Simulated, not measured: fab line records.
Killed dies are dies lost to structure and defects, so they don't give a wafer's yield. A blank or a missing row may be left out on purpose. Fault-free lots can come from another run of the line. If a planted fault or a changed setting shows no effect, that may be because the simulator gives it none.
The tool behind it: which one? | flow nand harc | 6 lots, 18 wafers sampled, at 5 steps of a route of 1159

== WHAT THE GAUGES READ, wafer by wafer ==
NHARC_A_BLC_INSPECT_28.
lot  | measured     | on                | raw defect count
L407 | day 17 19:31 | defect inspect-02 | 321 350 283
L409 | day 18 05:05 | defect inspect-02 | 767 710 590
L417 | day 21 13:26 | defect inspect-01 | 6818 6686 6861
L422 | day 22 02:23 | defect inspect-02 | 692 487 363
L424 | day 22 08:21 | defect inspect-02 | 415 375 349
L428 | day 23 12:41 | defect inspect-02 | 360 437 376

== TOOL THAT RAN EACH LOT (tool first, then ch and the chambers of the sampled wafers, then the start) ==
lot  | NHARC_A_BLC_ETCH_16                | NHARC_A_BLC_ETCH_18                           | NHARC_A_BLC_CVD_24                       | NHARC_A_BLC_CMP_25
L407 | rie diel-01 ch 0,1,2, day 17 11:32 | rie diel-01 ch 0,2,3, day 17 19:08 or earlier | cvd w-01 ch 1, day 17 19:08 or earlier   | cmp-04 ch 0,1,2, day 17 19:08
L409 | rie diel-12 ch 1,2,3, day 18 02:07 | rie diel-12 ch 0,2, day 18 04:44 or earlier   | cvd w-01 ch 0,1, day 18 04:44 or earlier | cmp-02 ch 0,1,2, day 18 04:44
L417 | rie diel-12 ch 0,1,2, day 20 21:46 | rie diel-12 ch 0,1,2, day 21 13:04 or earlier | cvd w-02 ch 0,1, day 21 13:04 or earlier | cmp-02 ch 2,3, day 21 13:04
L422 | rie diel-08 ch 0,1,2, day 21 17:05 | rie diel-08 ch 0,1,2, day 22 01:59 or earlier | cvd w-01 ch 0,1, day 22 01:59 or earlier | cmp-03 ch 0,1,2, day 22 01:59
L424 | rie diel-08 ch 1,2,3, day 22 03:58 | rie diel-08 ch 0,2,3, day 22 07:58 or earlier | cvd w-02 ch 0,1, day 22 07:58 or earlier | cmp-04 ch 0,2,3, day 22 07:58
L428 | rie diel-08 ch 1,3, day 23 09:47   | rie diel-08 ch 1,2, day 23 12:20 or earlier   | cvd w-01 ch 0, day 23 12:20 or earlier   | cmp-03 ch 0,1,2, day 23 12:20
- NHARC_A_BLC_ETCH_16: etches the open film in CF4, target depth 39 nm, time 65 s.
- NHARC_A_BLC_ETCH_18: etches the open film in C4F8/O2/Ar, target depth 910 nm.
- NHARC_A_BLC_CVD_24: deposits W, target thk 150 nm, time 434 s.
- NHARC_A_BLC_CMP_25: polishes, t overpolish 30 s, target thk 150 nm.

== THE ANSWER, worked out from the rows above alone ==
Rule: usual is defined by the lots themselves. Put in order of their means at a reading, lots are off if they are a third of the lots or fewer, leave a main group of 4 or more, and stand apart from it by a gap of 3 or more times the standard deviation of the main group's means; of several such gaps the widest counts. If all means in a main group match to the digits the tables above print for the reading, that group is not used. A lot without any number at a reading at which 4 lots or more have one is off too. Any other lot the step has rows for is counted as sound.
Off, at NHARC_A_BLC_INSPECT_28 on raw defect count: L417. Mean 458 and standard deviation 1.3e+02 in the main group.
A tool fits if, at a process step before that reading, it ran every lot that is off, and no sound lot after the first of them. The gauges at NHARC_A_BLC_INSPECT_28 are tried like those tools. Because NHARC_A_BLC_ETCH_18 lacks a start for some lots, the hours and order of its lots are taken from NHARC_A_BLC_CMP_25. Because NHARC_A_BLC_CVD_24 lacks a start for some lots, the hours and order of its lots are taken from NHARC_A_BLC_CMP_25. Can't be told from this: 3 tools fit, rie diel-12 at NHARC_A_BLC_ETCH_16 and NHARC_A_BLC_ETCH_18, cmp-02 at NHARC_A_BLC_CMP_25, defect inspect-01 at NHARC_A_BLC_INSPECT_28.

== WHAT THE SIMULATOR HAD INSERTED ==
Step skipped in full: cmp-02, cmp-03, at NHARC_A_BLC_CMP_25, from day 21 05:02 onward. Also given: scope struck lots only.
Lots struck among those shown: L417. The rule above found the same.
